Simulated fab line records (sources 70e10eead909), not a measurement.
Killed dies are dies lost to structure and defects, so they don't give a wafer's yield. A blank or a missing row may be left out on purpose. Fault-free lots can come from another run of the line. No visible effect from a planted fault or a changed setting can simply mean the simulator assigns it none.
Which tool was responsible? + flow nand harc + route of 1302 steps, sampled at 1 step: 7 lots, 21 wafers

== WHAT EACH GAUGE READ, for each wafer ==
NHARC_A_CONTACT_INSPECT_23.
| lot  | measured     | on                | raw defect count |
|------|--------------|-------------------|------------------|
| L369 | day 23 04:14 | defect inspect-01 | 420 565 354      |
| L370 | day 23 20:31 | defect inspect-02 | 513 576 709      |
| L375 | day 26 04:40 | defect inspect-01 | 372 507 629      |
| L379 | day 26 23:14 | defect inspect-01 | 432 528 475      |
| L384 | day 29 06:39 | defect inspect-02 | 465 442 372      |
| L389 | day 31 03:12 | defect inspect-01 | 331 438 448      |
| L390 | day 32 13:32 | defect inspect-01 | 474 346 496      |

== TOOL THAT RAN EACH LOT (tool first, then ch and the chambers of the sampled wafers, then the start) ==
The record holds no process step before these readings.

== THE ANSWER, worked out from the rows above alone ==
Rule: usual is defined by the lots themselves. The widest of any qualifying gaps counts: lots, ordered by their means at a reading, are off when they make up no more than a third of the lots, leave a main group of 4 or more, and stand apart from it by 3 or more times the standard deviation of that group's means. A main group whose means are all the same, to the digits that the tables above print for the reading, isn't used. Also off: a lot with no number at a reading for which 4 or more lots have one. The other lots that the step has rows for count as sound.
No lot is off at any reading shown: from this, nothing can be told.

== WHAT HAD BEEN PUT IN BY THE SIMULATOR ==
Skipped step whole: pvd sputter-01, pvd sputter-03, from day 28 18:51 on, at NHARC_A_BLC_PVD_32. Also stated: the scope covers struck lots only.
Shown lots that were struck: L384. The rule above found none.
